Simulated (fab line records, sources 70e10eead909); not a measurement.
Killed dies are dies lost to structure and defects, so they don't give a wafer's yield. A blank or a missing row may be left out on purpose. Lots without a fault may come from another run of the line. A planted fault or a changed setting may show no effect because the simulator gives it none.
fab line records | flow nand_harc
record lots=11 wafers=33 last_day=25
route steps=1159 shown A_CHANNEL_HOLE_D1@473 END@1159
lots that met no fault: from a run of the same line without faults
start_h: hours from the record's first day to the start of the lot's first wafer shown | wait_h: hours since the lot's step before | " the same as in the row above | L1.1+2: a row that stands for several wafers | - no value, or no start given | * or withheld: withheld | < > ~ a bound
route shown NAME@n: a module of which the file shows steps, and the number in the route of the first | usual: mean/standard deviation of fault-free wafers | same: alike in all rows | chamber/n: place in a boat | sites: the reading at each site | _std_site: their standard deviation | _edge_site: outer sites' mean less inner sites' | radius_mm: how far each site lies from the wafer's centre | mask NAME#n: copy n | behind: the tool/chamber that last shaped the wafer | hold: why the lot was held/for how many hours/how that ended | device: the transistor (n, p or np) that didn't switch | end of line: the same wafers' tests at the end of the route | a step without rows: its recipe alone | killed: dies lost to structure and defects at the first sort, not the wafer's yield | map: a wafer's dies, x killed, . not, _ none there
set.NAME: the setting as run; set.NAME@STEP: as run at that earlier step | model.NAME: the simulator's own value behind a step, which no gauge read
steps of the route over a sample of lots; a table a step, a row a wafer
services: from which hour (start_h, from the record's first day; less than 0 if before it) a tool's chamber was out of use, for how many hours, and why
## steps
# step NHARC_A_CHANNEL_HOLE_D1_ETCH_21
# recipe bias_v=3000 source_w=withheld pressure_mtorr=20 time_s=514.3 ar_flow_sccm=375 c4f8_flow_sccm=89.3 o2_flow_sccm=35.7 temp_c=-20 target_depth_a=16000 chemistry=C4F8/O2/Ar
# usual c4f8_flow_sccm=89.31/0.26 drypump_motor_current_A=6.2/0.39 showerhead_plenum_p_Torr=3.69/0.079 temp_c=-19.99/0.093 throttle_valve_pct=32.155/0.0093
# columns lot.wafer tool chamber start_h wait_h c4f8_flow_sccm drypump_motor_current_A rf_hours_counter_h showerhead_plenum_p_Torr temp_c throttle_valve_pct
L397.2 har_etch-01 1 194.44 0.3 89.37 6.6 183 3.75 -20.02 32.157
L397.4 " 1 " " 89.23 6.6 - 3.75 -19.97 32.148
L397.6 " 0 " " 89.88 6.4 - 3.83 -20.01 32.163
L396.2 har_etch-01 0 198.51 0.3 89.43 6.4 187 3.83 -20.10 32.137
L396.3 " 1 " " 88.73 6.6 - 3.75 -19.91 32.170
L396.5 " 0 " " 89.78 6.3 - 3.83 -19.89 32.159
L399.1 har_etch-02 1 203.84 0.3 89.56 6.4 115 3.64 -20.24 32.151
L399.3 " 1 " " 89.21 6.4 - 3.64 -20.07 32.167
L399.5 " 0 " " 89.38 5.6 - 3.62 -19.96 32.165
L400.2 har_etch-01 1 213.67 0.3 89.07 6.6 197 3.74 -20.05 32.153
L400.3 " 0 " " 89.67 6.4 - 3.82 -19.89 32.168
L400.6 " 1 " " 89.35 6.6 - 3.74 -20.03 32.147
L401.1 har_etch-02 0 217.79 0.3 89.11 5.6 123 3.62 -19.98 32.167
L401.3 " 0 " " 89.15 5.6 - 3.62 -19.92 32.168
L401.5 " 0 " " 89.15 5.6 - 3.62 -20.00 32.139
L403.1 har_etch-01 1 235.65 0.3 89.13 6.6 201 3.74 -19.88 32.165
L403.6 " 1 " " 88.93 6.6 - 3.74 -20.08 32.151
L403.5 " 0 " " 89.70 6.4 - 3.82 -20.06 32.138
L404.2 har_etch-02 1 235.82 0.3 89.37 6.4 127 3.64 -19.84 32.170
L404.1 " 0 " " 89.35 5.6 127 3.62 -20.09 32.151
L404.3 " 1 " " 89.05 6.4 - 3.64 -20.05 32.166
L406.2 har_etch-01 1 258.88 0.3 88.93 6.6 213 3.73 -19.76 32.150
L406.1 " 0 " " 89.34 6.4 213 3.81 -20.03 32.160
L406.6 " 1 " " 88.99 6.6 - 3.73 -19.76 32.160
L411.3 har_etch-01 0 296.06 0.3 88.89 6.4 - 3.80 -19.88 32.152
L411.6 " 1 " " 89.31 6.6 - 3.72 -19.79 32.152
L411.5 " 0 " " 88.81 6.4 - 3.80 -19.93 32.141
L416.2 har_etch-02 1 300.86 0.3 88.79 6.4 159 3.62 -19.98 32.156
L416.1 " 0 " " 89.13 5.6 159 3.60 -19.91 32.147
L416.3 " 1 " " 89.26 6.4 - 3.62 -20.06 32.158
L417.2 har_etch-02 1 312.48 0.3 89.06 6.4 168 3.61 -20.07 32.157
L417.3 " 1 " " 89.12 6.4 - 3.62 -19.85 32.151
L417.6 " 1 " " 89.31 6.4 - 3.62 -20.06 32.148
# step NHARC_A_CHANNEL_HOLE_D1_ETCH_23
# recipe bias_v=5000 source_w=withheld pressure_mtorr=20 time_s=819 ar_flow_sccm=375 c4f8_flow_sccm=89.3 o2_flow_sccm=35.7 temp_c=-20 target_depth_a=16000 chemistry=C4F8/O2/Ar
# usual c4f8_flow_sccm=89.29/0.26 drypump_motor_current_A=6.2/0.39 showerhead_plenum_p_Torr=3.69/0.079 temp_c=-20.01/0.11 throttle_valve_pct=32.154/0.0085
# columns lot.wafer tool chamber start_h wait_h c4f8_flow_sccm drypump_motor_current_A rf_hours_counter_h showerhead_plenum_p_Torr temp_c throttle_valve_pct
L397.2 har_etch-01 1 195.48 0.5 89.94 6.6 184 3.75 -20.01 32.141
L397.4 " 1 " " 89.39 6.6 - 3.75 -19.94 32.157
L397.6 " 0 " " 89.77 6.4 - 3.83 -19.98 32.150
L396.2 har_etch-01 0 199.52 0.5 89.41 6.4 188 3.83 -20.08 32.148
L396.3 " 1 " " 89.12 6.6 - 3.75 -20.04 32.156
L396.5 " 0 " " 89.24 6.4 - 3.83 -20.00 32.158
L399.1 har_etch-02 1 204.85 0.5 89.25 6.4 116 3.64 -20.03 32.161
L399.3 " 1 " " 89.28 6.4 - 3.64 -19.92 32.148
L399.5 " 0 " " 89.45 5.6 - 3.62 -19.96 32.149
L400.2 har_etch-01 1 214.67 0.5 89.22 6.6 198 3.74 -20.04 32.151
L400.3 " 0 " " 88.99 6.4 - 3.82 -20.10 32.154
L400.6 " 1 " " 89.58 6.6 - 3.74 -20.16 32.152
L401.1 har_etch-02 0 218.82 0.5 89.61 5.6 124 3.62 -20.09 32.143
L401.3 " 0 " " 89.72 5.6 - 3.62 -20.06 32.164
L401.5 " 0 " " 89.81 5.6 - 3.62 -20.08 32.168
L403.1 har_etch-01 1 236.67 0.5 89.33 6.6 202 3.74 -19.96 32.150
L403.6 " 1 " " 88.81 6.6 - 3.74 -20.06 32.159
L403.5 " 0 " " 89.15 6.4 - 3.82 -19.99 32.162
L404.2 har_etch-02 1 236.83 0.5 89.85 6.4 128 3.64 -19.85 32.154
L404.1 " 0 " " 88.87 5.6 128 3.62 -20.28 32.160
L404.3 " 1 " " 89.21 6.4 - 3.64 -19.86 32.159
L406.2 har_etch-01 1 259.89 0.5 89.12 6.6 214 3.73 -20.18 32.162
L406.1 " 0 " " 89.53 6.4 214 3.81 -20.15 32.149
L406.6 " 1 " " 89.30 6.6 - 3.73 -20.06 32.149
L411.3 har_etch-01 0 297.20 0.5 89.05 6.4 - 3.80 -19.89 32.145
L411.6 " 1 " " 89.54 6.6 - 3.72 -19.96 32.159
L411.5 " 0 " " 88.83 6.4 - 3.80 -19.89 32.157
L416.2 har_etch-02 1 301.88 0.5 89.66 6.4 160 3.62 -19.95 32.147
L416.1 " 0 " " 89.09 5.6 160 3.60 -19.84 32.150
L416.3 " 1 " " 89.59 6.4 - 3.62 -20.18 32.162
L417.2 har_etch-02 1 313.49 0.5 89.22 6.4 169 3.62 -19.95 32.167
L417.3 " 1 " " 89.35 6.4 - 3.61 -19.95 32.154
L417.6 " 1 " " 89.21 6.4 - 3.62 -19.96 32.152
# step NHARC_A_CHANNEL_HOLE_D1_ETCH_24
# recipe bias_v=5000 source_w=withheld pressure_mtorr=20 time_s=906.2 ar_flow_sccm=375 c4f8_flow_sccm=93.8 o2_flow_sccm=31.2 temp_c=-20 target_depth_a=15000 chemistry=C4F8/O2/Ar
# usual c4f8_flow_sccm=93.78/0.26 drypump_motor_current_A=6.2/0.39 showerhead_plenum_p_Torr=3.68/0.079 temp_c=-19.99/0.11 throttle_valve_pct=32.235/0.0083
# columns lot.wafer tool chamber start_h wait_h c4f8_flow_sccm drypump_motor_current_A rf_hours_counter_h showerhead_plenum_p_Torr temp_c throttle_valve_pct
L397.2 har_etch-01 1 196.18 0.6 93.49 6.6 185 3.74 -20.06 32.259
L397.4 " 1 " " 93.94 6.6 - 3.74 -19.96 32.236
L397.6 " 0 " " 93.64 6.4 - 3.82 -19.94 32.236
L396.2 har_etch-01 0 200.22 0.6 94.06 6.4 189 3.82 -20.16 32.248
L396.3 " 1 " " 93.69 6.6 - 3.74 -19.98 32.233
L396.5 " 0 " " 93.87 6.4 - 3.82 -19.94 32.237
L399.1 har_etch-02 1 205.55 0.6 94.05 6.4 117 3.64 -19.86 32.237
L399.3 " 1 " " 93.85 6.4 - 3.64 -19.84 32.234
L399.5 " 0 " " 93.46 5.6 - 3.62 -20.09 32.238
L400.2 har_etch-01 1 215.37 0.6 93.32 6.6 198 3.74 -20.01 32.227
L400.3 " 0 " " 93.94 6.4 - 3.82 -19.75 32.233
L400.6 " 1 " " 93.14 6.6 - 3.74 -20.02 32.232
L401.1 har_etch-02 0 219.51 0.6 94.13 5.6 125 3.61 -19.99 32.244
L401.3 " 0 " " 94.09 5.6 - 3.61 -19.95 32.232
L401.5 " 0 " " 94.23 5.6 - 3.61 -20.03 32.245
L403.1 har_etch-01 1 237.37 0.6 93.82 6.6 202 3.73 -20.04 32.238
L403.6 " 1 " " 93.66 6.6 - 3.73 -19.96 32.245
L403.5 " 0 " " 93.81 6.3 - 3.81 -19.97 32.228
L404.2 har_etch-02 1 237.51 0.6 93.91 6.4 129 3.63 -20.02 32.231
L404.1 " 0 " " 93.64 5.6 129 3.61 -19.95 32.233
L404.3 " 1 " " 93.64 6.4 - 3.63 -20.04 32.249
L406.2 har_etch-01 1 260.60 0.6 93.51 6.5 215 3.73 -19.71 32.242
L406.1 " 0 " " 93.98 6.4 215 3.81 -20.02 32.241
L406.6 " 1 " " 93.88 6.6 - 3.73 -19.83 32.241
L411.3 har_etch-01 0 297.94 0.6 93.88 6.4 - 3.80 -19.85 32.230
L411.6 " 1 " " 94.11 6.6 - 3.72 -20.01 32.236
L411.5 " 0 " " 93.75 6.4 - 3.80 -19.90 32.231
L416.2 har_etch-02 1 302.56 0.6 93.57 6.4 161 3.61 -19.92 32.228
L416.1 " 0 " " 93.36 5.6 161 3.60 -19.92 32.237
L416.3 " 1 " " 93.99 6.4 - 3.61 -19.91 32.255
L417.2 har_etch-02 1 314.17 0.6 93.90 6.4 170 3.61 -20.03 32.242
L417.3 " 1 " " 93.89 6.4 - 3.61 -20.01 32.242
L417.6 " 1 " " 93.81 6.4 - 3.61 -20.13 32.238
# step NHARC_A_CHANNEL_HOLE_D1_ETCH_26
# recipe bias_v=300 source_w=2000 pressure_mtorr=30 time_s=224.1 ar_flow_sccm=375 c4f8_flow_sccm=11.4 o2_flow_sccm=113.6 temp_c=-20 target_depth_a=3000 chemistry=C4F8/O2/Ar
# usual c4f8_flow_sccm=11.40/0.035 drypump_motor_current_A=6.2/0.4 showerhead_plenum_p_Torr=3.73/0.084 temp_c=-19.99/0.11 throttle_valve_pct=24.584/0.01
# columns lot.wafer tool chamber start_h wait_h c4f8_flow_sccm drypump_motor_current_A rf_hours_counter_h showerhead_plenum_p_Torr temp_c throttle_valve_pct
L397.2 har_etch-01 1 197.73 0.6 11.40 6.6 186 3.80 -20.24 24.587
L397.4 " 1 " " 11.41 6.6 - 3.80 -20.14 24.590
L397.6 " 0 " " 11.36 6.4 - 3.88 -19.87 24.596
L396.2 har_etch-01 0 201.87 0.7 11.42 6.4 190 3.88 -19.89 24.607
L396.3 " 1 " " 11.40 6.6 - 3.79 -19.93 24.595
L396.5 " 0 " " 11.40 6.4 - 3.88 -19.96 24.575
L399.1 har_etch-02 1 207.20 0.7 11.43 6.4 118 3.69 -20.20 24.578
L399.3 " 1 " " 11.42 6.4 - 3.69 -19.90 24.576
L399.5 " 0 " " 11.44 5.6 - 3.66 -20.00 24.572
L400.2 har_etch-01 1 217.01 0.7 11.41 6.6 200 3.79 -20.19 24.588
L400.3 " 0 " " 11.42 6.4 - 3.87 -19.82 24.586
L400.6 " 1 " " 11.40 6.6 - 3.79 -20.05 24.583
L401.1 har_etch-02 0 221.16 0.7 11.45 5.6 126 3.66 -20.02 24.581
L401.3 " 0 " " 11.45 5.6 - 3.66 -19.79 24.581
L401.5 " 0 " " 11.41 5.6 - 3.66 -19.91 24.581
L403.1 har_etch-01 1 239.03 0.7 11.38 6.6 204 3.79 -20.03 24.572
L403.6 " 1 " " 11.41 6.6 - 3.79 -19.90 24.585
L403.5 " 0 " " 11.34 6.4 - 3.87 -20.13 24.578
L404.2 har_etch-02 1 239.17 0.7 11.45 6.4 130 3.68 -20.02 24.595
L404.1 " 0 " " 11.41 5.6 130 3.66 -20.04 24.595
L404.3 " 1 " " 11.46 6.5 - 3.68 -20.11 24.597
L406.2 har_etch-01 1 262.25 0.7 11.37 6.6 216 3.78 -19.99 24.574
L406.1 " 0 " " 11.45 6.4 216 3.86 -19.98 24.586
L406.6 " 1 " " 11.35 6.6 - 3.78 -20.14 24.591
L411.3 har_etch-01 0 299.30 0.4 11.38 6.4 - 3.85 -19.93 24.586
L411.6 " 1 " " 11.42 6.6 - 3.77 -19.87 24.572
L411.5 " 0 " " 11.37 6.4 - 3.85 -19.93 24.573
L416.2 har_etch-02 1 304.21 0.7 11.40 6.4 163 3.66 -19.93 24.582
L416.1 " 0 " " 11.43 5.6 163 3.64 -20.13 24.573
L416.3 " 1 " " 11.39 6.4 - 3.66 -20.05 24.594
L417.2 har_etch-02 1 315.83 0.7 11.40 6.4 171 3.66 -20.08 24.596
L417.3 " 1 " " 11.40 6.4 - 3.65 -20.03 24.596
L417.6 " 1 " " 11.42 6.4 - 3.66 -20.02 24.579
# step NHARC_A_CHANNEL_HOLE_D1_INSPECT_40
# usual raw_defect_count=56/15
# columns lot.wafer tool chamber start_h wait_h raw_defect_count
L397.2 defect_inspect-01 - 199.66 - 55
L397.4 " - " " 69
L397.6 " - " " 60
L396.2 defect_inspect-01 - 203.82 - 72
L396.3 " - " " 61
L396.5 " - " " 59
L399.1 defect_inspect-02 - 209.13 - 37
L399.3 " - " " 56
L399.5 " - " " 59
L400.2 defect_inspect-02 - 218.95 - 69
L400.3 " - " " 57
L400.6 " - " " 76
L401.1 defect_inspect-01 - 223.10 - 58
L401.3 " - " " 47
L401.5 " - " " 44
L404.1 defect_inspect-01 - 241.10 - 46
L404.2 " - " " 36
L404.3 " - " " 36
L403.1 defect_inspect-01 - 241.10 - 70
L403.5 " - " " 69
L403.6 " - " " 56
L406.1 defect_inspect-02 - 264.17 - 72
L406.2 " - " " 87
L406.6 " - " " 69
L411.3 defect_inspect-02 - 301.12 - 326
L411.5 " - " " 332
L411.6 " - " " 71
L416.1 defect_inspect-01 - 306.13 - 43
L416.2 " - " " 39
L416.3 " - " " 47
L417.2 defect_inspect-02 - 317.76 - 50
L417.3 " - " " 64
L417.6 " - " " 104
# step NHARC_END_SORT_01
# recipe temp_c=25
# usual killed_at_array=28/10 killed_at_other=0.6/0.85 killed_at_periphery=3.3/2.3 killed_dies=32/11 killed_open=3.3/1.5 killed_short=2.1/1.4
# same gross_dies=677
# columns lot.wafer tool chamber start_h wait_h killed_at_array killed_at_other killed_at_periphery killed_dies killed_open killed_short
L411.3 prober-02 0 557.21 3.1 101 0 1 102 3 1
L411.5 prober-02 0 558.82 3.7 95 0 0 95 1 2
L411.6 prober-02 0 559.63 4.0 43 1 4 48 5 2
# killed by level:class
L411.3 A_CHANNEL_HOLE_D1:unspecified=60 A_SLIT:chamber_film_flake=20 A_STAIRCASE:chamber_film_flake=6 A_CONTACT:chamber_film_flake=6 A_CHANNEL_HOLE_D1:chamber_film_flake=4 A_ZERO_WELL:chamber_film_flake=2 P_M0:geometric_particle:open=1 A_ONON_D1:geometric_particle:open=1
L411.5 A_CHANNEL_HOLE_D1:unspecified=60 A_SLIT:chamber_film_flake=22 A_CHANNEL_HOLE_D1:chamber_film_flake=6 A_CONTACT:chamber_film_flake=2 A_STAIRCASE:chamber_film_flake=2 A_ONON_D1:geometric_particle:open=1 A_CHANNEL_FILL_D1:geometric_particle:short=1 A_M0:geometric_particle:short=1
L411.6 A_CHANNEL_HOLE_D1:chamber_film_flake=19 A_SLIT:chamber_film_flake=13 A_CONTACT:chamber_film_flake=3 P_CONTACT:geometric_particle:open=2 A_CHANNEL_FILL_D1:geometric_particle:short=2 A_ZERO_WELL:chamber_film_flake=2 A_CHANNEL_FILL_D1:geometric_particle:open=1 A_STAIRCASE:geometric_particle:open=1
## services
# columns tool chamber start_h hours kind
har_etch-01 - 305.00 17.0 pm
har_etch-01 0 305.00 17.0 vent_cycle
har_etch-01 1 305.00 17.0 vent_cycle
## key
first_sign step=NHARC_A_CHANNEL_HOLE_D1_INSPECT_40 reading=raw_defect_count direction=up sigmas=18 usual=56 struck=329
effect step=NHARC_END_SORT_01 reading=killed_at_array direction=up sigmas=6.8 usual=28 struck=98
more_kills_born_at NHARC_A_CHANNEL_HOLE_D1_ETCH_23@har_etch-01=88
met_at NHARC_A_CHANNEL_HOLE_D1_ETCH_23
struck_lots L411
struck_wafers L411.3,L411.5
tester_left_out L411
not_acting_at NHARC_A_CHANNEL_HOLE_D1_ETCH_21,NHARC_A_CHANNEL_HOLE_D1_ETCH_24,NHARC_A_CHANNEL_HOLE_D1_ETCH_26
onset_between 259.89 297.20
fault kind=chamber_particle_source tool=har_etch-01 chamber=0 onset_h=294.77 steps=NHARC_A_CHANNEL_HOLE_D1_ETCH_23 rate_per_visit_cm2=0.409 end_h=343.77
# tester_left_out: of these lots the tester's yield and bins aren't shown, on N5 and GAA mostly nor the transistor test; their killed dies are dies lost to structure and defects alone, not to doping, threshold or leakage, so they don't give the yield
